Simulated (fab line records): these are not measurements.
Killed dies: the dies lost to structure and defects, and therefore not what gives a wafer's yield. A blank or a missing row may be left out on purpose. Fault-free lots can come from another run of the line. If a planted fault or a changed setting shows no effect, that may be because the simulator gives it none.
Split-lot experiment | flow n5-finfet | route with 1938 steps; 7 lots, 21 wafers read

## THE SPLIT ITSELF
At N5_BEOL_M13_ETCH_68 (etches SOC in N2/H2, time 355 s), the setting time-s was moved away from the recipe's 355 s on 10 of the 21 wafers read, by -13.2% to +22.2%. For the rest of the wafers, this setting stayed at what the recipe calls for.

Reading taken at the split's own step.

## THE READING
SiARC_of_BEOL_M13_COAT_66.thk-nm (the simulator's own value, which no gauge read), in nm, at N5_BEOL_M13_ETCH_68 (etches SOC in N2/H2, time 355 s). The file does not state a usual value for it. The 11 wafers here that ran the recipe average 77.1 nm, standard deviation 0.26 nm.

wafer  | tool, chamber at the split | time-s as run, s | against the recipe | SiARC_of_BEOL_M13_COAT_66.thk-nm, nm | against lot-mates on the recipe
L075.1 | rie-diel-01, 0             | 355              | recipe             | 77.2                                 | -
L075.2 | rie-diel-01, 1             | 355              | recipe             | 77                                   | -
L075.3 | rie-diel-01, 2             | 355              | recipe             | 76.8                                 | -
L076.1 | rie-diel-01, 3             | 355              | recipe             | 77.2                                 | -
L076.2 | rie-diel-01, 0             | 423.2            | +19.2%             | 71.4                                 | -5.8
L076.6 | rie-diel-01, 3             | 423.2            | +19.2%             | 70.8                                 | -6.4
L077.4 | rie-diel-01, 1,0           | 355              | recipe             | 77.4                                 | -
L077.6 | rie-diel-01, 1,0           | 355              | recipe             | 77.4                                 | -
L077.5 | rie-diel-01, 3             | 400.1            | +12.7%             | 72.8                                 | -4.6
L080.1 | rie-diel-03, 3             | 355              | recipe             | 76.6                                 | -
L080.5 | rie-diel-03, 1             | 308              | -13.2%             | 81.4                                 | +4.7
L080.6 | rie-diel-03, 0             | 355              | recipe             | 76.8                                 | -
L085.1 | rie-diel-03, 1             | 429              | +20.8%             | 69.4                                 | -8.0
L085.2 | rie-diel-03, 2             | 355              | recipe             | 77.4                                 | -
L085.5 | rie-diel-03, 3             | 429              | +20.8%             | 69.2                                 | -8.2
L096.1 | rie-diel-05, 1             | 388.1            | +9.3%              | 74.2                                 | -3.0
L096.4 | rie-diel-05, 1             | 355              | recipe             | 77.2                                 | -
L096.6 | rie-diel-05, 0             | 388.1            | +9.3%              | 73.4                                 | -3.8
L095.1 | rie-diel-05, 2             | 355              | recipe             | 77                                   | -
L095.3 | rie-diel-05, 0             | 433.9            | +22.2%             | 69.6                                 | -7.4
L095.6 | rie-diel-05, 2             | 433.9            | +22.2%             | 69.4                                 | -7.6
The file does not say which wafer passed through which chamber wherever a row lists several chambers: such a row stands for several wafers.

FIT RESULTS
A straight line over all 21 wafers: SiARC_of_BEOL_M13_COAT_66.thk-nm changes by -0.342 nm for each +1% of time-s; r = -0.99; the points scatter about the line by 0.39 nm.
The same after taking each lot's own level away (the mean of its wafers on the recipe; 21 wafers): -0.351 nm for each +1%; r = -0.99; scatter 0.39 nm.
That fit puts the effect of the largest move of time-s on the reading at 7.8 nm.
Measured against the standard deviation above, the lots' own levels, which go from 76.70 to 77.40 nm, span 2.7 times it.
The two slopes agree, so the slope changes little with the lot-to-lot level.
Check: with one of the wafers moved furthest among these (+22.2%) left out of the fit, the line predicts -7.87 nm for it against its lot-mates. Against them it came out at -7.4 nm.

## THESE WAFERS: OTHER SPLITS
Note: prior to the reading, these wafers also went through further splits. Each is held against what the fit with the lots' levels taken away leaves over:
other split on the same wafers         | wafers away from the commonest value | r with SiARC_of_BEOL_M13_COAT_66.thk-nm (lot level and that fit taken away)
N5_BEOL_M13_VIA_ETCH_16 target-depth-a | 7                                    | +0.31

## THE FILE'S OWN FIT
SiARC_of_BEOL_M13_COAT_66.thk-nm changes by -0.352 nm for each +1% of time-s, r = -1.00.
